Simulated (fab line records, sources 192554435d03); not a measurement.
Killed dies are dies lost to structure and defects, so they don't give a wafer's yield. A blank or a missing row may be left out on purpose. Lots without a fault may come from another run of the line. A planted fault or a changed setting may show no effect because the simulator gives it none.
A struck lot beside a sound one | flow n5_finfet | 19 steps out of a route of 1938
Sound: wafers L122.2, L122.4, L122.6. Struck: wafers L126.3, L126.5, L126.6. The cause comes at the end.
At each step with rows: each side's tool, then ch and its chambers, then its first start. Under that, the readings that differ: sound wafers | struck wafers | difference of the means | sigmas: that difference in standard deviations of wafers without a fault.
alike: readings whose means differ by less than 2 such deviations, and words and numbers that are the same on both sides. not compared: withheld readings, readings that some wafer has no value for, bounds like >300 that may hide the same value, and numbers for which the record gives no deviation and whose values overlap.
The two part at a step that has a row with sigmas, a row that says differs or no value, or rows on one side only. Numbers that don't overlap but have no deviation are shown without sigmas and don't part them. A reading that every wafer of one side lacks parts them only if that side has two wafers or more.

N5_BEOL_M13_CMP_49: polishes, stops on SiOC, t overpolish 17.1 s, target thk 420 nm.
  sound on cmp-03 ch 0,2,3, day 12 05:23; struck on cmp-03 ch 0,2,3, day 13 17:22
  alike: barrier_field_endpoint_s, edge_zone_pressure_frac, motor_current_A, overpolish_run_s
N5_BEOL_M13_THK_MEAS_50: measures by xrf.
  sound on film_metro-01, day 12 05:37; struck on film_metro-01, day 13 17:32
  alike: M13_THK
then, 1 step without rows for these wafers: N5_BEOL_M13_PRE_CLEAN_52 (time 15 s).
N5_BEOL_M13_DEP_53: deposits SiCN from 3MS/NH3, target thk 50 nm, time 17.8 s.
  sound on pecvd-01 ch 0,2, day 12 05:40; struck on pecvd-03 ch 0,1,2, day 13 17:36
  alike: chamber_pressure_Torr, showerhead_plenum_p_Torr, throttle_valve_pct
N5_BEOL_M13_RS_MEAS_54: measures by four-point-probe.
  sound on film_metro-02, day 12 05:44; struck on film_metro-01, day 13 17:40
  alike: M13_RS
N5_BEOL_M13_INSPECT_55: inspects for defects (darkfield).
  sound on defect_inspect-02, day 12 05:46; struck on defect_inspect-02, day 13 17:42
  alike: raw_defect_count
N5_BEOL_M14_ILD_DEP_00: deposits SiO2 from TEOS/O2, target thk 1119.3 nm, time 237.4 s.
  sound on pecvd-01 ch 0,1,2, day 12 05:48; struck on pecvd-01 ch 1,2, day 13 17:44
  alike: chamber_pressure_Torr, heater_power_w, showerhead_plenum_p_Torr, susceptor_temp_C, throttle_valve_pct
N5_BEOL_M14_THK_MEAS_01:
  sound on film_metro-01, day 12 05:59; struck on film_metro-02, day 13 17:55
  alike: M14_ILD_THK
then, 4 steps without rows for these wafers: N5_BEOL_M14_COAT_58 (time 60 s, resist thk 89 nm); N5_BEOL_M14_COAT_04 (resist thk 800 nm); N5_BEOL_M14_EBR_06; N5_BEOL_M14_SOFTBAKE_05 (time 60 s).
N5_BEOL_M14_EXPOSE_07: exposes mask V13.
  sound on krf_scanner-01 ch 0, day 12 06:15; struck on krf_scanner-01 ch 0, day 13 18:04
  reading              | sound             | struck            | difference | sigmas
  exposure_dose_mJ_cm2 | 57.22 57.23 57.19 | 64.84 64.89 64.82 | +7.64      | +59
  alike: mask, reticle_temp_C
then, 3 steps without rows for these wafers: N5_BEOL_M14_PEB_08 (peb time 90 s); N5_BEOL_M14_DEVELOP_09 (develop time 45 s); N5_BEOL_M14_HARDBAKE_14 (time 120 s).
N5_BEOL_M14_CD_MEAS_10: target cd 250 nm.
  sound on cd_sem-03 ch 0, day 12 06:25; struck on cd_sem-03 ch 0, day 13 18:14
  reading    | sound             | struck            | difference | sigmas
  cd_nm (nm) | 246.8 251.3 247.6 | 274.0 272.1 273.9 | +24.8      | +15
N5_BEOL_M14_OVL_MEAS_11:
  sound on overlay-01 ch 0, day 12 06:27; struck on overlay-01 ch 0, day 13 18:16
  alike: V13_OVL
N5_PASSIVATION_PROBE_49:
  the record has rows for the struck wafers here (prober-02, day 14 20:47) and none for the sound ones

WHERE THEY PART
First at N5_BEOL_M14_EXPOSE_07; last, within this record, at N5_PASSIVATION_PROBE_49.

WHY: what the simulator had put in
Process parameter drift: krf_scanner-01, from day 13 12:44 on, at N5_BEOL_M14_EXPOSE_07. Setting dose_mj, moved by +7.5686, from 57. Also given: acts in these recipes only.
